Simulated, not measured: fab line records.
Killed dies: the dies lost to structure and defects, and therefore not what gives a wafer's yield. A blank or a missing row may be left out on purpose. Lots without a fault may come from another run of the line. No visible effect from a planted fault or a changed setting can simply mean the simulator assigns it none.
Struck lot and sound lot, side by side :: flow n5 finfet :: 14 steps out of a route of 1938
Sound: the wafers L818.2, L818.3, L818.4. Struck: wafer L822.3 (left out: L822.4, a lot-mate that was not struck); the cause follows at the end.
At each step with rows: each side's tool, then ch and its chambers, then its first start. Under that, the readings that differ: sound wafers :: struck wafers :: difference of the means :: sigmas: that difference in standard deviations of wafers without a fault.
alike: readings with means less than 2 such deviations apart, plus words and numbers identical on both sides. not compared: withheld readings, readings lacking a value on some wafer, bounds such as >300 that could conceal the same value, and numbers that have no deviation in the record and whose values overlap.
A row with sigmas, a row that says differs or no value, or rows on one side alone: a step with any of these is where the two part. Non-overlapping numbers with no deviation appear without sigmas and do not part them. A reading missing from all wafers of one side parts the sides only when that side holds two or more wafers.

N5_BEOL_M15_STRIP_36: strips in O2.
  sound on rie diel-04 ch 2,3, day 12 20:28; struck on rie diel-03 ch 2, day 14 07:58
  alike: drypump motor current A, oes product au, rf vpp V, showerhead plenum p Torr, throttle valve pct
  not compared: rf hours counter h
then, 2 steps without rows for these wafers: N5_BEOL_M15_STRIP_62 (strips in O2); N5_BEOL_M15_STRIP_37 (strips in O2).
N5_BEOL_M15_ETCH_38: etches SiCN in CF4/N2, target depth 106.4 nm, time 120.5 s.
  sound on rie diel-04 ch 2,3; struck on rie diel-03 ch 2
  alike: drypump motor current A, oes product au, rf fwd power W, rf vpp V, showerhead plenum p Torr, throttle valve pct
  not compared: rf hours counter h
then, 3 steps without rows for these wafers: N5_BEOL_M15_PRECLEAN_39 (cleans in residue remover, time 60 s); N5_BEOL_M15_SRD_40 (time 30 s, dry time 30 s); N5_BEOL_M15_DEGAS_41 (time 60 s).
N5_BEOL_M15_PRE_CLEAN_42: time 30 s.
  sound: pvd sputter-03 at day 12 21:07; struck: pvd sputter-01 at day 14 08:21
  alike: heater power w
N5_BEOL_M15_SPUTTER_43: material TaN, target thk 15 nm, time 24.19 s.
  sound: pvd sputter-03 at day 12 21:09; struck: pvd sputter-01 at day 14 08:23
  alike: throttle valve pct
then, 2 steps without rows for these wafers: N5_BEOL_M15_SPUTTER_44 (material Ta, target thk 15 nm, time 24.19 s); N5_BEOL_M15_SPUTTER_45 (material Cu, target thk 100 nm, time 16.67 s).
N5_BEOL_M15_ECD_47: material Cu, target thk 1860 nm.
  sound on ecd cu-02 ch 0,1, day 12 21:26; struck on ecd cu-01 ch 1, day 14 08:44
reading: model.Cu_of_BEOL_M15_ECD_47.thk nm (nm)
sound: 1855 1829 1829
struck: 3137
difference: +1299
sigmas: 
N5_BEOL_M15_ANNEAL_48: time 90 s.
  sound on rtp anneal-02 ch 0, day 12 21:43; struck on rtp anneal-02 ch 0, day 14 09:00
  alike: wafer_temp_C_max
N5_PASSIVATION_PROBE_49:
  only the struck wafers here have rows in the record (prober-02, day 15 03:41); the sound ones have none

## WHERE THEY PART
N5_PASSIVATION_PROBE_49 only, going by this record.

WHY: whatever the simulator had introduced
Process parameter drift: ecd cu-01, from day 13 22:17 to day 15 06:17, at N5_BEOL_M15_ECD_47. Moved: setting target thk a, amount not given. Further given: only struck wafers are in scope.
